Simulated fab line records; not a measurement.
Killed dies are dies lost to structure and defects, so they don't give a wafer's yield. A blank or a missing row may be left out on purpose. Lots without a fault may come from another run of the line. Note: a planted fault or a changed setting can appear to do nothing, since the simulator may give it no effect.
fab line records -- flow n5Finfet
[record] lots = 9, wafers = 24, lastDay = 17
route steps=1938 shown BEOL_M1@769 BEOL_M4@1111 PASSIVATION@1936
lots untouched by any fault: they come from a run of this same line in which no faults occurred
startH: hours from the record's first day to the start of the lot's first wafer shown -- waitH: hours from the lot's prior step to this one -- " same as the row above -- L1.1+2: a row that stands for several wafers -- - no value, or no start was given -- * or withheld: withheld -- < > ~ a bound
route shown NAME@n: a module of which the file shows steps, and the number in the route of the first -- usual: mean/standard deviation taken from wafers without a fault -- same: alike in all rows -- chamber/n: place in a boat -- sites: readings site by site -- _std_site: their standard deviation -- _edge_site: outer sites' mean less inner sites' -- radiusMm: for every site, how far away it sits from the centre of the wafer -- mask NAME#n: copy n -- behind: tool/chamber where the wafer was last shaped -- hold: the reason the lot was held/the length of the hold in hours/how it ended -- device: the transistor (n, p or np) that didn't switch -- end of line: tests of these same wafers at the route's end -- where a step has no rows: the recipe by itself -- killed: dies lost to structure and defects at the first sort, not the wafer's yield -- map: shows each die of a wafer: x if killed, . if not, _ if none is there
set.NAME: the setting that was run; set.NAME@STEP: the one run at that earlier step -- model.NAME: the simulator's own value behind a step, which no gauge read
a sample of lots followed through the steps of the route, with each step as a table and each wafer as a row
services: a tool's chamber out of use, with start hour (startH, from the record's first day; less than 0 if before it), hours out, and reason
[[steps]]
[step N5_BEOL_M1_ETCH_63]
[recipe] chemistry = CF4, target = SiARC, targetDepthA = 156, maskMaterial = CAR-EUV, timeS = 26, ionEnergyEv = 80, pressureMtorr = 40, sourceW = 545, biasW = 36, Ar_flow_sccm = 100, cf4FlowSccm = 100, ends = cleared
[usual] drypumpMotorCurrentA = 5.8/0.39, etchRfOnTimeS = 26.0/0.56, oesProductAu = 0.69/0.06, rfVppV = 184.2/1.3, showerheadPlenumPTorr = 2.15/0.087, throttleValvePct = 15.55/0.24
lot.wafer,tool,chamber,startH,waitH,drypumpMotorCurrentA,etchRfOnTimeS,oesProductAu,rfHoursCounterH,rfVppV,showerheadPlenumPTorr,throttleValvePct
L947.2,rieDiel-02,3,156.13,0.0,5.9,25.8,0.72,66,185.9,2.28,15.20
L947.3,rieDiel-02,1,156.13,0.0,5.6,26.1,0.77,37,185.8,2.27,15.25
L947.6,rieDiel-02,2,156.13,0.0,6.5,26.4,0.68,-,182.7,2.07,15.83
L948.2,rieDiel-06,1,163.82,0.0,6.2,25.7,0.74,46,182.2,2.09,15.28
L948.3,rieDiel-06,2,163.82,0.0,6.0,26.5,0.71,75,184.6,2.25,15.37
L948.4,rieDiel-06,0,163.82,0.0,5.6,26.8,0.62,192,183.2,2.04,15.69
L949.1,rieDiel-02,1,168.36,0.0,5.7,26.3,0.76,40,186.4,2.27,15.25
L949.2,rieDiel-02,3,168.36,0.0,5.9,26.1,0.71,69,185.7,2.28,15.22
L951.1,rieDiel-06,0,187.24,0.0,5.6,26.4,0.61,200,183.3,2.04,15.71
L951.5,rieDiel-06,0,187.24,0.0,5.6,26.5,0.62,-,182.6,2.04,15.72
L951.6,rieDiel-06,2,187.24,0.0,6.0,25.9,0.71,-,186.0,2.25,15.39
L952.4,rieDiel-04,2,187.42,0.0,5.3,25.2,0.71,95,182.1,2.07,15.66
L952.5,rieDiel-04,0,187.42,0.0,5.6,26.0,0.79,-,183.5,2.09,15.20
L952.6,rieDiel-04,3,187.42,0.0,6.0,24.9,0.79,-,184.9,2.18,15.60
L958.1,rieDiel-06,0,225.06,0.0,5.7,26.7,0.60,212,180.8,2.03,15.73
L958.2,rieDiel-06,2,225.06,0.0,6.0,25.8,0.70,94,185.8,2.25,15.41
L959.1,rieDiel-06,2,230.44,0.0,6.0,26.3,0.70,96,185.5,2.24,15.40
L959.2,rieDiel-06,0,230.44,0.0,5.6,26.5,0.61,213,182.6,2.03,15.75
L959.6,rieDiel-06,3,230.44,0.0,5.6,26.1,0.63,-,185.8,2.20,15.54
L960.1,rieDiel-04,1,233.39,0.0,5.5,26.4,0.59,225,181.9,2.13,15.80
L960.3,rieDiel-04,0,233.39,0.0,5.6,25.8,0.77,29,184.2,2.09,15.25
L960.4,rieDiel-04,3,233.39,0.0,6.0,25.1,0.76,40,185.4,2.18,15.62
L963.1,rieDiel-06,0,249.08,0.0,5.6,26.7,0.61,219,183.7,2.03,15.75
L963.5,rieDiel-06,1,249.08,0.0,6.2,25.9,0.72,-,183.1,2.09,15.31
[step N5_BEOL_M1_DESCUM_33]
[recipe] chemistry = O2, timeS = 7, sourcePowerW = 50, biasPowerW = 20, pressureMtorr = 20, rfFrequencyHz = 2.712e+07, tempC = 40, resist = CAR-EUV, o2FlowSccm = 225
[usual] drypumpMotorCurrentA = 5.7/0.42, oesProductAu = 0.81/0.071, rfVppV = 243.6/1.6, showerheadPlenumPTorr = 2.13/0.09, throttleValvePct = 20.48/0.28
lot.wafer,tool,chamber,startH,waitH,drypumpMotorCurrentA,oesProductAu,rfHoursCounterH,rfVppV,showerheadPlenumPTorr,throttleValvePct
L947.2,rieDiel-02,0,157.08,0.0,5.1,0.76,150,245.3,2.21,20.81
L947.3,rieDiel-02,2,157.08,0.0,6.5,0.81,73,242.2,2.04,20.86
L947.6,rieDiel-02,0,157.08,0.0,5.1,0.77,-,244.0,2.21,20.83
L948.2,rieDiel-04,0,164.89,0.0,5.6,0.94,10,240.3,2.07,20.17
L948.3,rieDiel-04,1,164.89,0.0,5.5,0.71,207,242.1,2.06,20.35
L948.4,rieDiel-04,2,164.89,0.0,5.4,0.81,89,243.1,2.02,20.47
L949.1,rieDiel-04,0,169.35,0.0,5.7,0.95,10,241.8,2.06,20.15
L949.2,rieDiel-04,2,169.35,0.0,5.3,0.82,90,241.8,2.02,20.47
L951.1,rieDiel-06,3,188.11,0.0,5.6,0.75,164,245.1,2.18,20.36
L951.5,rieDiel-06,0,188.11,0.0,5.6,0.72,-,241.8,2.01,20.70
L951.6,rieDiel-06,3,188.11,0.0,5.6,0.75,-,242.9,2.18,20.37
L952.4,rieDiel-02,1,188.24,0.0,5.7,0.89,47,246.5,2.25,20.32
L952.5,rieDiel-02,0,188.24,0.0,5.1,0.75,-,242.5,2.20,20.82
L952.6,rieDiel-02,1,188.24,0.0,5.7,0.90,-,243.7,2.25,20.30
L958.1,rieDiel-02,1,225.88,0.0,5.6,0.88,59,245.2,2.24,20.31
L958.2,rieDiel-02,2,225.88,0.0,6.5,0.78,95,243.2,2.03,20.90
L959.1,rieDiel-04,2,231.75,0.3,5.4,0.81,108,243.0,2.01,20.49
L959.2,rieDiel-04,3,231.75,0.3,6.0,0.87,39,243.9,2.13,20.50
L959.6,rieDiel-04,1,231.75,0.3,5.5,0.71,-,243.6,2.05,20.37
L960.1,rieDiel-06,2,234.45,0.3,6.0,0.81,97,245.1,2.22,20.38
L960.3,rieDiel-06,3,234.45,0.3,5.6,0.74,178,244.5,2.17,20.37
L960.4,rieDiel-06,1,234.45,0.3,6.2,0.84,65,240.3,2.03,20.06
L963.1,rieDiel-02,0,250.25,0.3,5.1,0.75,178,245.6,2.20,20.85
L963.5,rieDiel-02,2,250.25,0.3,6.5,0.77,-,241.2,2.03,20.91
[step N5_BEOL_M1_ETCH_70]
[recipe] chemistry = N2/H2, target = SOC, targetDepthA = 800, overetchA = 160, maskMaterial = SiARC, tempC = 40, timeS = 120, ionEnergyEv = 200, pressureMtorr = 30, sourceW = 840, biasW = 150, n2FlowSccm = 200, h2FlowSccm = 200
[usual] drypumpMotorCurrentA = 5.8/0.42, oesProductAu = 0.63/0.051, rfVppV = 524.7/2.8, runLengthS = 143.4/0.55, showerheadPlenumPTorr = 2.57/0.1, throttleValvePct = 17.75/0.28
lot.wafer,tool,chamber,startH,waitH,drypumpMotorCurrentA,oesProductAu,rfHoursCounterH,rfVppV,runLengthS,showerheadPlenumPTorr,throttleValvePct
L948.2,rieDiel-02,2,166.90,0.0,6.5,0.61,75,521.5,143.7,2.47,18.14
L948.3,rieDiel-02,1,166.90,0.0,5.6,0.69,40,527.0,143.5,2.71,17.69
L948.4,rieDiel-02,3,166.90,0.0,5.9,0.65,68,528.5,142.6,2.68,17.22
L947.2,rieDiel-06,3,167.01,0.0,5.6,0.59,156,526.9,143.1,2.64,17.70
L947.3,rieDiel-06,1,167.01,0.0,6.2,0.66,47,522.9,143.3,2.50,17.51
L947.6,rieDiel-06,2,167.01,0.0,6.0,0.64,-,527.3,143.0,2.66,17.45
L949.1,rieDiel-02,0,170.60,0.0,5.1,0.58,153,526.2,144.5,2.65,17.98
L949.2,rieDiel-02,1,170.60,0.0,5.6,0.69,41,528.6,142.8,2.71,17.69
L951.1,rieDiel-02,2,189.16,0.0,6.5,0.61,83,522.7,143.6,2.47,18.16
L951.5,rieDiel-02,2,189.16,0.0,6.5,0.61,-,521.9,143.4,2.47,18.15
L951.6,rieDiel-02,1,189.16,0.0,5.6,0.67,-,529.2,143.3,2.71,17.69
L952.4,rieDiel-04,1,191.13,0.0,5.5,0.54,214,521.3,142.7,2.50,17.79
L952.5,rieDiel-04,3,191.13,0.0,6.0,0.69,-,525.3,144.1,2.58,17.81
L952.6,rieDiel-04,2,191.13,0.0,5.3,0.62,-,521.3,143.8,2.44,17.90
L958.1,rieDiel-02,0,228.31,0.0,5.1,0.60,171,527.4,136.2,2.65,18.03
L958.2,rieDiel-02,1,228.31,0.0,5.6,0.67,60,527.2,143.2,2.71,17.70
L959.1,rieDiel-02,3,234.15,0.0,5.9,0.67,89,528.9,134.8,2.67,17.25
L959.2,rieDiel-02,2,234.15,0.0,6.5,0.60,98,521.7,143.8,2.46,18.19
L959.6,rieDiel-02,3,234.15,0.0,5.9,0.66,-,526.9,134.9,2.67,17.26
L960.1,rieDiel-02,0,237.88,0.0,5.1,0.60,173,525.2,136.5,2.64,18.02
L960.3,rieDiel-02,3,237.88,0.0,5.8,0.61,90,528.1,142.5,2.67,17.26
L960.4,rieDiel-02,2,237.88,0.0,6.5,0.60,99,521.7,143.5,2.46,18.17
L963.1,rieDiel-04,1,257.01,0.0,5.5,0.53,233,524.2,143.0,2.49,17.80
L963.5,rieDiel-04,3,257.01,0.0,6.0,0.65,-,524.0,143.8,2.57,17.82
[step N5_BEOL_M1_TRENCH_ETCH_37]
[recipe] chemistry = C4F6/O2, targetDepthA = 552.07, target = SiOC, timeS = 29, ionEnergyEv = 250, pressureMtorr = 30, sourceW = 355, biasW = 185, Ar_flow_sccm = 300, C4F6_flow_sccm = 10, O2_flow_sccm = 10
[usual] drypumpMotorCurrentA = 5.8/0.42, oesProductAu = 0.82/0.067, rfVppV = 661/8.3, runLengthS = 52.3/0.53, showerheadPlenumPTorr = 2.88/0.11, throttleValvePct = 20.81/0.28
lot.wafer,tool,chamber,startH,waitH,drypumpMotorCurrentA,oesProductAu,rfHoursCounterH,rfVppV,runLengthS,showerheadPlenumPTorr,throttleValvePct
L948.2,rieDiel-02,2,-,-,6.5,0.80,75,655,52.7,2.75,21.12
L948.3,rieDiel-02,1,-,-,5.6,0.89,40,653,51.7,3.01,20.52
L948.4,rieDiel-02,3,-,-,5.9,0.83,69,664,51.8,3.02,20.45
L947.2,rieDiel-06,3,-,-,5.6,0.76,156,677,51.9,2.94,20.65
L947.3,rieDiel-06,1,-,-,6.2,0.87,47,652,52.2,2.79,20.53
L947.6,rieDiel-06,2,-,-,6.0,0.83,-,671,52.4,2.99,20.62
L949.1,rieDiel-02,0,-,-,5.1,0.75,153,668,53.2,2.99,21.22
L949.2,rieDiel-02,1,-,-,5.6,0.89,41,653,51.8,3.01,20.52
L951.1,rieDiel-02,2,-,-,6.5,0.79,83,654,52.3,2.74,21.12
L951.5,rieDiel-02,2,-,-,6.5,0.78,-,655,52.5,2.74,21.11
L951.6,rieDiel-02,1,-,-,5.6,0.88,-,653,51.9,3.01,20.54
L952.4,rieDiel-04,1,-,-,5.6,0.69,214,675,51.8,2.83,20.94
L952.5,rieDiel-04,3,-,-,6.0,0.90,-,651,53.1,2.89,20.86
L952.6,rieDiel-04,2,-,-,5.3,0.83,-,657,52.9,2.75,20.91
L958.1,rieDiel-02,0,-,-,5.1,0.74,171,667,53.0,2.98,21.26
L958.2,rieDiel-02,1,-,-,5.7,0.86,60,653,51.8,3.00,20.57
L959.1,rieDiel-02,3,-,-,5.9,0.80,89,661,51.7,3.01,20.48
L959.2,rieDiel-02,2,-,-,6.5,0.77,98,654,52.3,2.74,21.14
L959.6,rieDiel-02,3,-,-,5.9,0.81,-,664,51.4,3.01,20.47
L960.1,rieDiel-02,0,-,-,5.1,0.74,173,669,53.1,2.98,21.26
L960.3,rieDiel-02,3,-,-,5.8,0.81,91,661,52.0,3.01,20.47
L960.4,rieDiel-02,2,-,-,6.5,0.77,99,655,53.0,2.73,21.14
L963.1,rieDiel-04,1,-,-,5.5,0.68,233,674,52.0,2.82,20.98
L963.5,rieDiel-04,3,-,-,6.0,0.86,-,648,52.8,2.88,20.91
[step N5_BEOL_M4_RC_MEAS_101]
[usual] DIBL_N = 37.1/1.9, DIBL_P = 37.2/2.3, IOFF_N = 0.18/0.04, IOFF_P = 0.23/0.044, ION_N = 682/11, ION_P = 468/8.6, SS_N = 71.9/0.68, SS_P = 73.5/0.74, VT_N = 248/3.4, VT_P = -248/3.4
lot.wafer,tool,chamber,startH,waitH,DIBL_N[mV/V],DIBL_P[mV/V],IOFF_N[nA/um],IOFF_P[nA/um],ION_N[uA/um],ION_P[uA/um],SS_N[mV/dec],SS_P[mV/dec],VT_N[mV],VT_P[mV]
L948.2,prober-02,0,198.42,0.2,32.9,33.4,0.11,0.16,660,455,70.7,72.0,254,-254
L948.3,prober-02,0,198.42,0.2,35.6,35.8,0.16,0.19,679,461,71.8,72.5,248,-252
L948.4,prober-02,0,198.42,0.2,34.9,34.8,0.15,0.17,670,460,72.0,72.5,249,-254
L947.2,prober-01,0,200.67,0.2,33.4,32.2,0.12,0.17,669,460,71.7,71.5,251,-250
L947.3,prober-01,0,200.67,0.2,37.4,36.3,0.18,0.22,675,459,71.8,72.9,251,-248
L947.6,prober-01,0,200.67,0.2,34.6,34.1,0.14,0.19,674,462,71.1,72.6,252,-249
L949.1,prober-01,0,212.68,0.0,35.0,34.4,0.14,0.19,672,466,71.7,72.6,250,-251
L949.2,prober-01,0,212.68,0.0,37.0,37.8,0.20,0.26,694,481,71.6,73.7,244,-244
L951.1,prober-01,0,226.21,0.0,36.6,38.5,0.17,0.20,685,461,71.6,74.0,249,-254
L951.5,prober-01,0,226.21,0.0,34.3,37.1,0.14,0.18,676,461,70.7,73.0,254,-251
L951.6,prober-01,0,226.21,0.0,34.6,35.9,0.14,0.17,675,456,71.0,72.0,251,-255
L952.4,prober-02,0,235.29,0.5,38.6,40.8,0.19,0.26,694,468,72.2,74.1,248,-250
L952.5,prober-02,0,235.29,0.5,39.9,42.4,0.22,0.29,702,486,71.9,75.0,246,-244
L952.6,prober-02,0,235.29,0.5,34.0,34.9,0.12,0.18,671,468,70.4,72.1,254,-251
L958.1,prober-02,0,265.64,0.0,38.1,37.8,0.16,0.21,685,469,71.9,73.6,250,-252
L958.2,prober-02,0,265.64,0.0,36.7,37.1,0.16,0.21,698,477,71.9,73.5,249,-251
L960.1,prober-01,0,276.22,0.0,38.6,37.4,0.22,0.22,684,457,73.4,73.9,246,-252
L960.3,prober-01,0,276.22,0.0,36.9,35.7,0.17,0.18,666,444,73.2,73.4,250,-256
L960.4,prober-01,0,276.22,0.0,37.8,35.7,0.19,0.19,670,452,73.0,73.2,251,-253
L959.1,prober-01,0,280.75,0.0,38.3,37.5,0.19,0.26,698,484,71.2,74.0,245,-244
L959.2,prober-01,0,280.75,0.0,40.2,38.8,0.24,0.30,688,465,72.5,74.3,244,-245
L959.6,prober-01,0,280.75,0.0,40.9,40.6,0.25,0.33,693,476,72.6,73.9,244,-244
L963.1,prober-01,0,294.81,0.0,36.3,37.3,0.19,0.26,689,471,72.2,73.4,246,-245
L963.5,prober-01,0,294.81,0.0,32.8,33.6,0.13,0.20,652,457,71.2,71.7,253,-250
[step N5_PASSIVATION_PROBE_49]
[usual] defectLimitedYield = 91.5/1.4, killed_at_M0_to_M3 = 32/9.7, killed_at_M4_up = 14/5.3, killedAtContacts = 11/6, killedAtFrontEnd = 39/14, killedAtOther = 3.3/2.7, killedDies = 100/17, killedOpen = 66/13, killedShort = 32/7.4, sort_bin_4_leakage = 0.02/0.16, sort_bin_5_function = 4.9/0.9, sort_bin_6_memory = 3.2/0.72, sortNPass = 1080/17, sortYieldPct = 91.5/1.4
[same] grossDies = 1180, killedAtBackSide = 0, sort_bin_8_speed[%] = 0
lot.wafer,tool,chamber,startH,waitH,defectLimitedYield[%],killed_at_M0_to_M3,killed_at_M4_up,killedAtContacts,killedAtFrontEnd,killedAtOther,killedDies,killedOpen,killedShort,sort_bin_4_leakage[%],sort_bin_5_function[%],sort_bin_6_memory[%],sortNPass,sortYieldPct[%]
L952.4,prober-01,-,341.66,0.2,93.0,31,8,12,30,2,83,57,24,0,4.0,2.7,1097,93.0
L952.5,prober-01,-,341.71,0.2,91.4,34,15,10,38,5,102,65,37,0,5.8,2.8,1078,91.4
L952.6,prober-01,-,341.76,0.3,91.7,36,14,14,31,3,98,60,35,0,4.5,3.6,1082,91.7
L958.1,prober-01,-,367.93,0.0,92.9,29,11,11,30,3,84,55,26,0,4.3,2.7,1096,92.9
L958.2,prober-01,-,367.98,0.1,91.4,29,3,9,57,4,102,53,37,0,4.7,2.9,1078,91.4
L960.1,prober-02,-,377.45,0.0,89.3,34,12,17,57,6,126,77,38,0,5.8,3.7,1054,89.3
L960.3,prober-02,-,377.55,0.1,90.8,26,7,30,46,0,109,79,29,0,5.8,3.0,1071,90.8
L960.4,prober-02,-,377.60,0.2,89.5,24,10,21,67,2,124,80,42,0,5.9,4.1,1056,89.5
L959.1,prober-01,-,382.38,0.0,90.4,29,16,17,49,2,113,82,30,0,5.7,3.8,1067,90.4
L959.2,prober-01,-,382.43,0.1,88.7,25,11,14,82,1,133,83,50,0,6.7,4.4,1047,88.7
L959.6,prober-01,-,382.63,0.3,90.5,47,13,12,36,4,112,82,28,0.08,5.1,4.1,1067,90.4
// killed by level:class
L952.4 MOL_CONTACT_COAG:geometricParticle:open=11 BEOL_M3:geometricParticle:open=9 STI_FIN_REVEAL:geometricParticle:open=6 FIN_SAQP:geometricParticle:short=5 BEOL_M0_SAQP:geometricParticle:short=5 BEOL_M0:geometricParticle:open=4 FIN_SAQP:geometricParticle:open=3 GATE_CUT:geometricParticle:short=3
L952.5 FIN_SAQP:geometricParticle:short=10 MOL_CONTACT_COAG:geometricParticle:open=10 BEOL_M4:geometricParticle:open=8 STI_FIN_REVEAL:geometricParticle:open=7 FIN_SAQP:geometricParticle:open=6 BEOL_M2:geometricParticle:open=6 BEOL_M3:geometricParticle:open=6 GATE_CUT:geometricParticle:short=5
L952.6 FIN_SAQP:geometricParticle:open=11 MOL_CONTACT_COAG:geometricParticle:open=11 BEOL_M0_SAQP:geometricParticle:short=9 BEOL_M2:geometricParticle:open=7 BEOL_M4:geometricParticle:open=7 FIN_SAQP:geometricParticle:short=6 BEOL_M1:geometricParticle:open=5 MOL_CONTACT_COAG:geometricParticle:short=3
L958.1 MOL_CONTACT_COAG:geometricParticle:open=9 BEOL_M2:geometricParticle:open=8 STI_FIN_REVEAL:geometricParticle:open=7 BEOL_M0_SAQP:geometricParticle:short=7 BEOL_M0_SAQP:geometricParticle:open=5 FIN_SAQP:geometricParticle:open=4 FIN_SAQP:geometricParticle:short=3 STARTING-WAFER:geometricParticle:short=3
L958.2 FIN_SAQP:geometricParticle:short=14 FIN_SAQP:geometricParticle:open=8 MOL_CONTACT_COAG:geometricParticle:open=8 BEOL_M0_SAQP:geometricParticle:short=8 BEOL_M0_SAQP:geometricParticle:open=8 HKMG_FIN:areaEtch=8 DUMMY_GATE:geometricParticle:open=7 BEOL_M2:geometricParticle:open=6
L960.1 STI_FIN_REVEAL:geometricParticle:open=21 MOL_CONTACT_COAG:geometricParticle:open=13 HKMG_FIN:areaEtch=11 BEOL_M0_SAQP:geometricParticle:open=9 FIN_SAQP:geometricParticle:short=6 BEOL_M0_SAQP:geometricParticle:short=6 GATE_CUT:geometricParticle:short=5 BEOL_M1:geometricParticle:short=5
L960.3 MOL_CONTACT_COAG:geometricParticle:open=28 FIN_SAQP:geometricParticle:open=10 FIN_SAQP:geometricParticle:short=9 BEOL_M0_SAQP:geometricParticle:open=8 STI_FIN_REVEAL:geometricParticle:open=7 BEOL_M1:geometricParticle:short=7 STARTING-WAFER:geometricParticle:open=7 BEOL_M0_SAQP:geometricParticle:short=4
L960.4 STI_FIN_REVEAL:geometricParticle:open=18 MOL_CONTACT_COAG:geometricParticle:open=16 FIN_SAQP:geometricParticle:open=15 FIN_SAQP:geometricParticle:short=12 MOL_CONTACT_COAG:geometricParticle:short=5 BEOL_M1:geometricParticle:short=5 BEOL_M2:geometricParticle:open=5 DUMMY_GATE:geometricParticle:open=4
L959.1 STI_FIN_REVEAL:geometricParticle:open=14 MOL_CONTACT_COAG:geometricParticle:open=13 BEOL_M3:geometricParticle:open=12 FIN_SAQP:geometricParticle:open=10 STI_FIN_REVEAL:geometricParticle:short=6 BEOL_M0_SAQP:geometricParticle:open=6 MOL_CONTACT_COAG:geometricParticle:short=4 FIN_SAQP:geometricParticle:short=3
L959.2 STI_FIN_REVEAL:geometricParticle:open=24 FIN_SAQP:geometricParticle:open=16 FIN_SAQP:geometricParticle:short=16 MOL_CONTACT_COAG:geometricParticle:open=10 BEOL_M3:geometricParticle:open=7 STI_FIN_REVEAL:geometricParticle:short=6 ILD0:geometricParticle:short=6 BEOL_M0_SAQP:geometricParticle:short=5
L959.6 BEOL_M0_SAQP:geometricParticle:open=20 MOL_CONTACT_COAG:geometricParticle:open=11 BEOL_M0_SAQP:geometricParticle:short=11 STI_FIN_REVEAL:geometricParticle:open=9 FIN_SAQP:geometricParticle:open=8 FIN_SAQP:geometricParticle:short=7 BEOL_M3:geometricParticle:open=6 BEOL_M1:geometricParticle:open=4
[[services]]
tool,chamber,startH,hours,kind
rieDiel-02,3,139.39,2.0,repair
rieDiel-04,3,146.43,9.5,repair
rieDiel-06,1,181.26,7.0,repair
rieDiel-06,2,187.71,4.6,repair
rieDiel-02,3,240.22,32.8,repair
[[key]]
[firstSign] step = N5_BEOL_M1_ETCH_70, reading = runLengthS, direction = down, sigmas = 14, usual = *, struck = *
effect none on later readings
metAt N5_BEOL_M1_ETCH_70
struckLots L958,L959,L960
struckWafers L958.1,L959.1,L959.6,L960.1
[baselineLoss] step = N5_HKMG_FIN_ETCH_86, wafers = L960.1
notActingAt N5_BEOL_M1_ETCH_63,N5_BEOL_M1_DESCUM_33,N5_BEOL_M1_TRENCH_ETCH_37
onsetBetween 189.16 228.31
[fault] kind = processParameterDrift, tool = rieDiel-02, chamber = -, onsetH = 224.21, steps = N5_BEOL_M1_ETCH_70, channel = timeS, offset = *, shape = step, endH = 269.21, scope = struckWafersOnly, actsIn = *, stated = *
// baselineLoss: these wafers lose ten dies or more at that step, a loss of the line's own and not of a fault; the sort's usual values leave them out
